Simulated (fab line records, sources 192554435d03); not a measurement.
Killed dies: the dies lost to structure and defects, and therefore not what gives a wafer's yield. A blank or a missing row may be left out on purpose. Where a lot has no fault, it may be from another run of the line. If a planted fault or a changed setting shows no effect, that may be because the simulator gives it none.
Which of the tools did it? -- flow n5_finfet -- Sampling: 9 lots, 27 wafers, 5 of 1938 route steps

== WHAT THE GAUGES READ, wafer by wafer ==
N5_BEOL_M4_RC_MEAS_101. Usual: DIBL_N 36.1 mV/V, standard deviation 2.3; DIBL_P 36 mV/V, standard deviation 3.2; IOFF_N 0.16 nA/um, standard deviation 0.045; IOFF_P 0.21 nA/um, standard deviation 0.049; ION_N 674 uA/um, standard deviation 14; ION_P 462 uA/um, standard deviation 8.4; SS_N 71.6 mV/dec, standard deviation 0.83; SS_P 73.2 mV/dec, standard deviation 0.87; VT_N 249 mV, standard deviation 3.8; VT_P -250 mV, standard deviation 3.4.
lot,measured,on,DIBL_N (mV/V),DIBL_P (mV/V),IOFF_N (nA/um),IOFF_P (nA/um),ION_N (uA/um),ION_P (uA/um),SS_N (mV/dec),SS_P (mV/dec),VT_N (mV),VT_P (mV),flag
L390,day 10 20:59,prober-02,35.1 39.1 37.9,34 39 37,0.13 0.20 0.18,0.21 0.28 0.25,659 675 673,461 466 465,70.7 72.3 71.7,72.9 73.6 73.7,250 248 248,-249 -246 -245,
L392,day 12 02:29,prober-01,36.3 33.2 36.7,33 30 35,0.14 0.10 0.14,0.18 0.15 0.21,650 672 682,449 459 470,71.9 71.6 72.0,72.9 72.3 73.0,254 255 253,-250 -253 -250,
L394,day 12 16:52,prober-02,35.8 34.3 34.7,36 34 35,0.15 0.13 0.14,0.20 0.17 0.19,674 669 677,458 461 460,71.7 71.1 70.5,72.9 72.6 72.1,249 249 249,-251 -252 -251,
L396,day 12 13:42,prober-02,35.9 31.9 35.3,36 31 34,0.16 0.10 0.16,0.18 0.13 0.17,671 663 670,449 451 453,71.5 69.7 70.8,74.0 72.0 72.7,248 252 246,-250 -256 -255,
L397,day 13 23:03,prober-02,37.8 42.2 36.9,38 44 37,0.18 0.31 0.17,0.23 0.34 0.22,684 692 694,470 471 468,72.6 73.7 71.5,73.9 76.2 73.5,251 243 246,-250 -247 -250,
L413,day 17 10:15,prober-01,37.5 40.1 37.4,39 42 38,0.20 0.24 0.19,0.25 0.29 0.24,683 679 681,463 461 466,72.7 72.7 72.0,73.3 74.2 73.7,246 246 247,-248 -248 -247,

== WHICH TOOL RAN EACH LOT (tool, then ch and the chambers of the sampled wafers, then the start) ==
lot,N5_GATE_CUT_ETCH_37,N5_GATE_CUT_CUT_ETCH_55,N5_GATE_CUT_STRIP_21,N5_GATE_CUT_CMP_23
L390,"rie_diel-05 ch 2,3, day 4 09:43","rie_metal-02 ch 0,1, day 4 10:09","plasma_asher-01 ch 0,1, day 4 10:19","cmp-02 ch 2,3, day 4 12:00"
L392,"rie_diel-05 ch 1,3, day 4 22:25","rie_metal-02 ch 0, day 4 22:52","plasma_asher-02 ch 0,1, day 4 23:02","cmp-03 ch 0,1,3, day 5 00:56"
L394,"rie_diel-02 ch 0,1,2, day 5 12:16","rie_metal-02 ch 0,1, day 5 12:41","plasma_asher-02 ch 0,1, day 5 12:52","cmp-04 ch 1,2,3, day 5 14:35"
L396,"rie_diel-02 ch 0,1,3, day 6 00:32","rie_metal-02 ch 0,1, day 6 00:59","plasma_asher-02 ch 1, day 6 01:09","cmp-02 ch 0,1,3, day 6 02:50"
L397,"rie_diel-05 ch 0,1,3, day 6 05:32","rie_metal-02 ch 0,1, day 6 05:58","plasma_asher-01 ch 0,1, day 6 06:09","cmp-02 ch 0,1,3, day 6 07:53"
L410,"rie_diel-02 ch 0,1,2, day 9 16:48","rie_metal-03 ch 0,1, day 9 17:14","plasma_asher-02 ch 0,1, day 9 17:25","cmp-04 ch 0,2,3, day 9 19:13"
L411,"rie_diel-05 ch 0,1,3, day 9 19:45","rie_metal-02 ch 0,1, day 9 20:11","plasma_asher-01 ch 0,1, day 9 20:21","cmp-03 ch 0,1,2, day 9 22:02"
L412,"rie_diel-02 ch 0,1, day 9 22:59","rie_metal-02 ch 0,1, day 9 23:25","plasma_asher-01 ch 0,1, day 9 23:35","cmp-04 ch 2,3, day 10 01:13"
L413,"rie_diel-02 ch 0,1,3, day 10 06:54","rie_metal-02 ch 0,1, day 10 07:20","plasma_asher-02 ch 0,1, day 10 07:31","cmp-04 ch 2,3, day 10 09:35"
- N5_GATE_CUT_ETCH_37: etches SOC in N2/H2, target depth 60 nm, overetch 12 nm, time 90 s.
- N5_GATE_CUT_CUT_ETCH_55: etches HfO2 in BCl3, target depth 3.2 nm.
- N5_GATE_CUT_STRIP_21: strips in N2/H2, time 30 s.
- N5_GATE_CUT_CMP_23: polishes, stops on SiO2, t overpolish 23.4 s, target thk 16 nm.

== AS READ BY THE TOOLS THEMSELVES (means over the sampled wafers that have a number; for cases with no such wafer, the mark the record gives instead) ==
N5_GATE_CUT_ETCH_37. Usual: bias_w is 149.9 W with standard deviation 0.46, chamber_pressure_mTorr is 29.997 mTorr with standard deviation 0.027, drypump_motor_current_A is 5.6 A with standard deviation 0.46, oes_product_au is 0.68 a.u. with standard deviation 0.047, rf_vpp_V is 524.3 V with standard deviation 2.9, showerhead_plenum_p_Torr is 2.56 Torr with standard deviation 0.11, and throttle_valve_pct is 17.94 % with standard deviation 0.28.
lot,tool,bias_w (W),chamber_pressure_mTorr (mTorr),drypump_motor_current_A (A),oes_product_au (a.u.),rf_vpp_V (V),showerhead_plenum_p_Torr (Torr),throttle_valve_pct (%),flag
L390,rie_diel-05,150.3,29.999,6.0,0.71,525.5,2.62,17.89,
L392,rie_diel-05,149.9,30.010,5.6,0.67,524.6,2.58,17.94,
L394,rie_diel-02,149.9,30.019,5.4,0.69,524.4,2.57,17.89,
L396,rie_diel-02,149.8,29.998,5.6,0.72,523.8,2.53,18.08,
L397,rie_diel-05,150.1,29.998,5.4,0.67,523.1,2.51,17.89,
L410,rie_diel-02,149.9,29.983,5.4,0.67,524.1,2.56,17.93,
L411,rie_diel-05,149.5,29.982,5.5,0.65,522.8,2.50,17.94,
L412,rie_diel-02,149.6,30.000,5.9,0.69,525.4,2.57,17.84,
L413,rie_diel-02,149.8,30.013,5.7,0.69,523.7,2.52,18.13,

N5_GATE_CUT_CUT_ETCH_55. Usual: bcl3_flow_sccm 80.00 sccm, standard deviation 0.24; bias_w 18.00 W, standard deviation 0.052; drypump_motor_current_A 6.2 A, standard deviation 0.44; oes_product_au 0.77 a.u., standard deviation 0.16; throttle_valve_pct 33.0 %, standard deviation 0.58.
lot,tool,bcl3_flow_sccm (sccm),bias_w (W),drypump_motor_current_A (A),oes_product_au (a.u.),throttle_valve_pct (%),flag
L390,rie_metal-02,80.10,17.99,6.0,0.85,32.8,
L392,rie_metal-02,79.92,17.96,6.6,0.59,33.3,
L394,rie_metal-02,80.02,17.99,6.3,0.71,33.1,
L396,rie_metal-02,79.86,18.06,6.3,0.71,33.1,
L397,rie_metal-02,80.04,18.08,6.3,0.71,33.1,
L410,rie_metal-03,-,-,-,-,-,OFF
L411,rie_metal-02,-,-,-,-,-,OFF
L412,rie_metal-02,-,-,-,-,-,OFF
L413,rie_metal-02,79.96,18.00,6.3,0.90,32.4,

N5_GATE_CUT_STRIP_21. Usual: drypump_motor_current_A 6.2 A, standard deviation 0.34; heater_power_w 304 W, standard deviation 15.
lot,tool,drypump_motor_current_A (A),heater_power_w (W),flag
L390,plasma_asher-01,6.3,314,
L392,plasma_asher-02,6.2,290,
L394,plasma_asher-02,6.2,292,
L396,plasma_asher-02,6.4,295,
L397,plasma_asher-01,6.0,319,
L410,plasma_asher-02,6.2,287,
L411,plasma_asher-01,6.3,313,
L412,plasma_asher-01,6.1,318,
L413,plasma_asher-02,6.2,292,

N5_GATE_CUT_CMP_23. Usual: motor_current_A 9.4 A, standard deviation 0.62; retaining_ring_pressure_frac 1.001, standard deviation 0.0052.
lot,tool,motor_current_A (A),retaining_ring_pressure_frac,flag
L390,cmp-02,9.6,1.002,
L392,cmp-03,9.4,1.003,
L394,cmp-04,9.6,0.997,
L396,cmp-02,9.6,0.999,
L397,cmp-02,9.5,0.999,
L410,cmp-04,9.3,1.006,
L411,cmp-03,9.8,0.998,
L412,cmp-04,9.8,1.002,
L413,cmp-04,9.4,1.003,

== THE ANSWER, worked out from the rows above alone ==
Rule: lot off if the mean of its wafers having a number is beyond 3 standard deviations from the usual mean. A lot without any number at a reading at which 4 lots or more have one is off too. The other lots that the step has rows for count as sound. After the gauges, taken in route order, come the tools' own readings; for these a lot's mean is taken, as printed above. The first step at which some lot is off is used, and at that step the reading that is off furthest; a lot without a number counts as furthest.
Off: L410, L411, L412 (N5_GATE_CUT_CUT_ETCH_55, bcl3_flow_sccm). Without a number there: L410, L411, L412.
If a tool, at that step or one of the process steps before it, ran each lot that is off and ran no sound lot following the first of them, it fits. Not one of the candidates tried fits.

== WHAT THE SIMULATOR HAD PUT IN ==
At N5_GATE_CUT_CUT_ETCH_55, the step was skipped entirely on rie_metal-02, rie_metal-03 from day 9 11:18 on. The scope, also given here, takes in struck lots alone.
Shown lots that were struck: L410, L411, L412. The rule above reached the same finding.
